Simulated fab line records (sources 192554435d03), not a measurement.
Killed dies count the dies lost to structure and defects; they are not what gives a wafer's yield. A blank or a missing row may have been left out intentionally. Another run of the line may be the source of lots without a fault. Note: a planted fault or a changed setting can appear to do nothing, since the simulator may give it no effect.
2 desks looking at one fault ; flow n5Finfet ; every desk sees just its own numbers, and what lay behind them comes last

== AT THE METROLOGY DESK ==
What the gauges read, lot by lot, whatever tool the lot ran on: means of the sampled wafers that have a number. Any lot whose mean is over 4 standard deviations away from the usual mean is out of limits and marked OUT; that distance is given in the brackets. Readings shown: 7 of its 11, picked as those furthest out on some lot.
Columns: A = DIBL_P at N5_BEOL_M4_RC_MEAS_101, usual 35.6 mV/V; B = IOFF_N at N5_BEOL_M4_RC_MEAS_101, usual 0.15 nA/um; C = IOFF_P at N5_BEOL_M4_RC_MEAS_101, usual 0.20 nA/um; D = ION_N at N5_BEOL_M4_RC_MEAS_101, usual 668 uA/um; E = ION_P at N5_BEOL_M4_RC_MEAS_101, usual 459 uA/um; F = VT_N at N5_BEOL_M4_RC_MEAS_101, usual 250 mV; G = VT_P at N5_BEOL_M4_RC_MEAS_101, usual -251 mV
lot;first seen here;A;B;C;D;E;F;G
L860;day 4 10:45;36.2;0.15;0.21;664;455;251;-251
L862;day 4 21:32;35.2;0.14;0.17;666;454;251;-255
L863;day 5 02:49;33.5;0.12;0.17;664;455;253;-253
L865;day 5 13:34;34.2;0.16;0.20;663;455;249;-250
L866;day 5 20:55;34.2;0.12;0.17;648;452;256;-253
L872;day 7 09:12;34.6;0.14;0.19;666;461;251;-252
L874;day 7 22:38;35.8;0.16;0.22;667;456;252;-250
L876;day 8 09:56;38.0;0.18;0.23;678;462;246;-249
L879;day 9 08:40;34.7;0.14;0.18;661;456;251;-254
L881;day 9 18:31;34.0;0.13;0.18;664;460;251;-252
L882;day 10 03:40;39.5;0.23;0.28;696;472;244;-244
This desk's verdict: no lot among the 11 shows anything out of limits.

== TOOL OWNER'S DESK, aldMetal-01 ==
The tool's own readings at N5_HKMG_FIN_ALD_91 (deposits TiN, target thk 1 nm, pulse time 1 s, purge time 3 s): means of the sampled wafers that have a number, for each lot that ran on this tool. Any lot whose mean is over 4 standard deviations away from the usual mean is out of limits and marked OUT; that distance is given in the brackets.
Columns: A = heaterPowerW at N5_HKMG_FIN_ALD_91, usual 844 W; B = precursorPulseHeightRel at N5_HKMG_FIN_ALD_91, usual 0.998
lot;first seen here;A;B
L860;day 4 11:49;936;0.991
L862;day 4 22:36;902;0.998
L863;day 5 03:54;861;0.991
L866;day 5 22:09;899;0.978
L872;day 7 10:16;854;1.001
L874;day 8 00:32;904;1.001
L876;day 8 11:01;866;0.976
This desk's verdict: no lot among the 7 shows anything out of limits.

== TAKEN TOGETHER ==
Metrology desk: nothing out of limits seen.
Nothing out of limits was seen by the tool owner's desk.

== WHAT THE SIMULATOR PUT IN ==
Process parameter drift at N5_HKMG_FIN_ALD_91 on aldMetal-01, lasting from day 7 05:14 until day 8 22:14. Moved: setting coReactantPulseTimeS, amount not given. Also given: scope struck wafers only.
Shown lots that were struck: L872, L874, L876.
